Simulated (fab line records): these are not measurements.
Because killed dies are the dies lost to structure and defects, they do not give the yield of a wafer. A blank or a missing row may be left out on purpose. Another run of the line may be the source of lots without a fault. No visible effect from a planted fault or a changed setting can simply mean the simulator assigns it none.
Matching of chambers	flow n5_finfet	4 sister chambers for N5_GATE_CUT_CMP_43 on cmp-01
The step polishes SiO2. 4 wafers are shown with their chamber, then 7 later ones without.

WAFERS PAIRED WITH THEIR CHAMBERS
wafer	chamber	motor_current_A (A)
L085.4	1	12.2
L088.5	3	11.7
L094.2	0	11.7
L094.3	2	10.6

WAFERS MISSING THEIR CHAMBER
wafer	motor_current_A (A)
L094.4	12.9
L095.1	11.5
L095.3	12.6
L095.4	11.6
L096.2	12.2
L096.3	12.5
L096.6	12.9

CHAMBER TAKEN BY EACH
wafer	from the rows above	in truth
L094.4	can't be placed: 1 or 0 or 3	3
L095.1	can't be placed: 0 or 3 or 1 or 2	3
L095.3	can't be placed: 1 or 0 or 3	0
L095.4	can't be placed: 0 or 3 or 1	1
L096.2	can't be placed: 1 or 0 or 3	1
L096.3	can't be placed: 1 or 0 or 3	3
L096.6	can't be placed: 1 or 0 or 3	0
0 of 7 placed correctly. Can't be placed from these rows: 7 (the true chamber is among the candidates in 7). 0 placed wrongly.
How it was worked out, from the rows above alone: a wafer's distance from a chamber is the root of the sum, over the readings, of the square of ((its reading less the chamber's mean) divided by the reading's scatter). If the next closest chamber is less than 2 further off than the closest, the wafer can't be placed; otherwise it belongs to the closest. The mean given for a chamber averages the wafers shown for that chamber. The scatter (one wafer shown for each chamber): square how far every hidden wafer sits from the nearest shown wafer, average those squares and take the square root.
